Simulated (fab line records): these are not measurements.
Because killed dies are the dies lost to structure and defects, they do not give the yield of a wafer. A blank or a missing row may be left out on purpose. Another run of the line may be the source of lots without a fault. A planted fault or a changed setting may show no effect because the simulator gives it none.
Problem report in the 8D (eight disciplines) form, filled by code ; flow nand harc ; the parts of the form that need people (team, actions taken, sign-off) are left out

1. THE ISSUE
killed dies at NHARC_END_SORT_01 reads a mean of 102 on 9 wafers of 3 lots; wafers without a fault read 32 with a standard deviation of 9. That puts it +7.8 standard deviations away from the usual mean.
Seen first at day 21 16:17 on prober-01, wafer L603.2. The record has a number at this step for 10 wafers belonging to 4 lots. The rule behind "out" and "out of limits": a value lying over 4 standard deviations away from the usual mean. The rest of the wafers with a number are treated as sound.

2. WHAT IT IS; WHAT IT IS NOT
question;is;is not
which readings at this step;killed dies, killed at array;killed at other, killed open, killed short
which lots;L603, L604, L608;L612
which wafers of those lots;all that have a number;-
read on which gauges;prober-01, prober-02;-
when;from day 21 16:17;"up to then (0 sound wafers); but 1 sound wafer of L612 came after"

3. THE SUSPECTS, EACH WITH WHAT RULES IT OUT
Counting: a tool at any process step up to the reading remains a suspect when it ran all the lots that are out and ran no sound lot after the first of those.
- ruled out: the gauge at NHARC_END_SORT_01. Those wafers that are out were read across 2 gauges (prober-01, prober-02).
- har cap etch-02 at NHARC_A_CONTACT_ETCH_132 (etches the open film in C4F8/O2/Ar, time 156 s, target depth 958 nm): kept. It ran every lot that is out, first L604 (day 18 22:46), and no sound lot after that.
- pvd sputter-03 at NHARC_THIN_TSV_DEGAS_53 (time 60 s): kept. It ran every lot that is out, first L604 (day 21 05:31), and no sound lot after that.
After counting, har cap etch-02 at NHARC_A_CONTACT_ETCH_132 and pvd sputter-03 at NHARC_THIN_TSV_DEGAS_53 remain.

4. THE CAUSE (what the simulator had put in)
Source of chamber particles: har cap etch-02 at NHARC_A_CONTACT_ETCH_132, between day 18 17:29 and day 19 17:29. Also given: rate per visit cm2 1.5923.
This tool is one of the 2 suspects left after counting.

5. SEQUENCE OF EFFECTS, ordered by route
One row per reading whose mean, taken over the struck wafers that have a number, lies over 3 standard deviations from the usual. Scope: only readings with a usual standard deviation given in the record; hours: median across lots of the time from each lot's start at the first step in this table that gives one to its start at this step; sigmas: change in usual standard deviations.
hours;step;reading;usual;on struck wafers;change;sigmas
0;NHARC_END_SORT_01;killed at array;29;97;+68;+7.2
0;NHARC_END_SORT_01;killed dies;32;102;+70;+7.8

6. WHAT WOULD HAVE CAUGHT IT SOONER
In this record the first reading out of limits at a measuring or inspecting step was taken at day 21 16:17, 71 hours after the fault began at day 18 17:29.
Each of the lots that are out, 3 in all, had begun NHARC_A_CONTACT_ETCH_132 on har cap etch-02 no later than day 21 16:17. Holding the tool at that point would not have protected any of them.
